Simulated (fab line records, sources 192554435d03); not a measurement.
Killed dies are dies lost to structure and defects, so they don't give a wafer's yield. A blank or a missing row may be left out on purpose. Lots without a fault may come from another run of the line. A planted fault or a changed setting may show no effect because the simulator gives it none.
One fault seen from 3 desks | flow n5_finfet | each desk has only its own numbers; what lay behind them comes last

THE TOOL OWNER'S DESK: cmp-04
The tool's own readings at N5_BEOL_M2_CMP_52 (polishes, stops on SiOC, t overpolish 6.8 s, target thk 40 nm): means of the sampled wafers that have a number, for each lot that ran on this tool. A lot is out of limits, marked OUT, if its mean lies more than 4 standard deviations from the usual mean; the brackets give that distance.
Columns: A = barrier_field_endpoint_s at N5_BEOL_M2_CMP_52, usual 25.0 s; B = motor_current_A at N5_BEOL_M2_CMP_52, usual 6.0 A; C = overpolish_run_s at N5_BEOL_M2_CMP_52, usual 6.800 s; D = time_to_endpoint_s at N5_BEOL_M2_CMP_52, usual 63.8 s
lot  | first seen here | A              | B   | C                       | D
L365 | day 10 00:22    | 25.7           | 6.0 | 6.807                   | 66.6
L368 | day 10 07:00    | 24.8           | 5.9 | 6.805                   | 64.3
L376 | day 12 07:58    | 41.3 (+26) OUT | 5.9 | 0.036 (-99 or more) OUT | 81.4 (+6.8) OUT
L377 | day 12 14:23    | 41.3 (+26) OUT | 5.8 | 0.041 (-99 or more) OUT | 80.9 (+6.6) OUT
This desk's finding: out of limits on L376, L377; first on L376, day 12 07:58 (barrier_field_endpoint_s at N5_BEOL_M2_CMP_52). In limits: L365, L368.

THE DEFECT DESK
What the inspections along the route counted, lot by lot: means of the sampled wafers that have a number. A lot is out of limits, marked OUT, if its mean lies more than 4 standard deviations from the usual mean; the brackets give that distance.
Columns: A = raw_defect_count at N5_BEOL_M2_INSPECT_59, usual 83
lot  | first seen here | A
L355 | day 7 15:56     | 73
L359 | day 8 00:07     | 71
L363 | day 9 15:14     | 87
L365 | day 10 00:56    | 78
L368 | day 10 07:32    | 102
L367 | day 10 07:56    | 71
L376 | day 12 08:33    | 5840 (+99 or more) OUT
L377 | day 12 14:56    | 5780 (+99 or more) OUT
L378 | day 12 19:26    | 133
This desk's finding: out of limits on L376, L377; first on L376, day 12 08:33 (raw_defect_count at N5_BEOL_M2_INSPECT_59). In limits: L355, L359, L363, L365, L368, L367, L378.

THE METROLOGY DESK
What the gauges read, lot by lot, whatever tool the lot ran on: means of the sampled wafers that have a number. A lot is out of limits, marked OUT, if its mean lies more than 4 standard deviations from the usual mean; the brackets give that distance. Of its 11 readings 7 are shown: the one that was out of limits first, and those that lie furthest out on some lot.
Columns: A = M2_THK at N5_BEOL_M2_THK_MEAS_53, usual 39.4 nm; B = DIBL_P at N5_BEOL_M4_RC_MEAS_101, usual 35.7 mV/V; C = IOFF_P at N5_BEOL_M4_RC_MEAS_101, usual 0.204 nA/um; D = ION_P at N5_BEOL_M4_RC_MEAS_101, usual 459 uA/um; E = SS_N at N5_BEOL_M4_RC_MEAS_101, usual 71.5 mV/dec; F = SS_P at N5_BEOL_M4_RC_MEAS_101, usual 73.1 mV/dec; G = VT_P at N5_BEOL_M4_RC_MEAS_101, usual -251 mV
lot  | first seen here | A                       | B    | C     | D   | E    | F    | G
L355 | day 7 15:40     | 39.6                    | 34.0 | 0.201 | 458 | 71.5 | 72.7 | -249
L359 | day 7 23:50     | 39.4                    | 34.5 | 0.226 | 467 | 70.9 | 72.8 | -248
L363 | day 9 14:44     | 38.4                    | 35.9 | 0.233 | 467 | 71.6 | 73.3 | -246
L365 | day 10 00:40    | 38.4                    | 37.0 | 0.200 | 458 | 71.7 | 73.3 | -252
L368 | day 10 07:15    | 40.5                    | 34.0 | 0.177 | 457 | 71.3 | 73.8 | -257
L367 | day 10 07:39    | 38.4                    | 36.7 | 0.188 | 456 | 71.4 | 73.4 | -252
L376 | day 12 08:16    | 148.7 (+99 or more) OUT | -    | -     | -   | -    | -    | -
L377 | day 12 14:37    | 152.3 (+99 or more) OUT | -    | -     | -   | -    | -    | -
L378 | day 12 19:09    | 38.6                    | 35.0 | 0.183 | 456 | 71.7 | 72.4 | -253
This desk's finding: out of limits on L376, L377; first on L376, day 12 08:16 (M2_THK at N5_BEOL_M2_THK_MEAS_53). In limits: L355, L359, L363, L365, L368, L367, L378.

PUT TOGETHER
The tool owner's desk could have raised an alarm at day 12 07:58, on L376, L377.
The metrology desk could have raised an alarm at day 12 08:16, on L376, L377.
The defect desk could have raised an alarm at day 12 08:33, on L376, L377.
Of the lots named, all ran N5_BEOL_M2_CMP_52 on cmp-04.

WHAT THE SIMULATOR HAD PUT IN
Process parameter drift: cmp-04, from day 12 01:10 on, at N5_BEOL_M2_CMP_52. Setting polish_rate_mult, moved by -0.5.
Lots struck among those shown: L376, L377.
Hours from the fault's start to each desk's first reading out of limits: the tool owner's desk, 7; the metrology desk, 7; the defect desk, 7.
